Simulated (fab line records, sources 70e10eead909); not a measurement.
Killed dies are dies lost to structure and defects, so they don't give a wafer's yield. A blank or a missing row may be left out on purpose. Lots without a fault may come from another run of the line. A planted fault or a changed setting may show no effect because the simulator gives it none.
Which tool did it? | flow nand_harc | 24 lots, 72 wafers sampled, at 1 step of a route of 1159

WHAT THE GAUGES READ, wafer by wafer
NHARC_A_M0_CD_MEAS_09: target cd 80 nm. Usual: cd_nm 80.0 nm, standard deviation 1.1.
lot  | measured     | on        | cd_nm (nm)     | flag
L075 | day 17 16:59 | cd_sem-02 | 79.7 80.7 81.0 |
L074 | day 17 18:44 | cd_sem-01 | 81.5 81.3 81.5 |
L077 | day 17 23:26 | cd_sem-02 | 79.5 79.1 78.6 |
L076 | day 18 00:19 | cd_sem-01 | 78.2 80.0 79.4 |
L078 | day 18 14:36 | cd_sem-03 | 79.2 78.8 78.2 |
L080 | day 19 02:04 | cd_sem-01 | 80.0 80.5 81.5 |
L079 | day 19 10:53 | cd_sem-03 | 81.7 79.8 78.9 |
L082 | day 19 11:28 | cd_sem-01 | 79.1 79.1 80.4 |
L081 | day 19 11:37 | cd_sem-01 | 80.9 79.2 81.1 |
L084 | day 19 19:42 | cd_sem-03 | 79.4 79.2 79.0 |
L083 | day 19 23:23 | cd_sem-03 | 80.5 79.4 81.7 |
L085 | day 20 11:39 | cd_sem-01 | 80.2 81.8 80.5 |
L087 | day 20 11:52 | cd_sem-01 | 80.8 81.1 80.6 |
L086 | day 20 14:52 | cd_sem-03 | 81.7 80.2 80.0 |
L088 | day 20 16:01 | cd_sem-01 | 81.3 82.2 80.3 |
L090 | day 21 12:29 | cd_sem-03 | 79.1 78.9 79.7 |
L089 | day 21 13:40 | cd_sem-02 | 79.5 79.6 79.2 |
L092 | day 21 17:38 | cd_sem-01 | 79.5 79.0 78.9 |
L091 | day 22 01:33 | cd_sem-03 | 80.4 78.6 79.9 |
L093 | day 22 06:02 | cd_sem-02 | 79.0 78.6 78.7 |
L094 | day 22 07:00 | cd_sem-01 | 79.5 79.7 80.5 |
L096 | day 22 12:00 | cd_sem-01 | 79.3 78.9 80.4 |
L097 | day 22 13:23 | cd_sem-01 | 82.2 82.0 82.6 |
L095 | day 22 16:24 | cd_sem-01 | 78.9 81.2 79.8 |

WHICH TOOL RAN EACH LOT (tool, then ch and the chambers of the sampled wafers, then the start)
The record holds no process step before these readings.

WHAT THE TOOLS THEMSELVES READ (means of the sampled wafers that have a number; where no wafer has one, the mark that the record gives instead)
The record holds no such reading with a usual standard deviation.

THE ANSWER, worked out from the rows above alone
Rule: a lot is off if the mean of its wafers that have a number lies more than 3 standard deviations from the usual mean. A lot without any number at a reading at which 4 lots or more have one is off too. The other lots that the step has rows for count as sound. The gauges are gone through in route order, then the tools' own readings, and for those a lot's mean is taken as printed above. The first step at which some lot is off is used, and at that step the reading that is off furthest; a lot without a number counts as furthest.
No lot is off at any reading shown: from this, nothing can be told.

WHAT THE SIMULATOR HAD PUT IN
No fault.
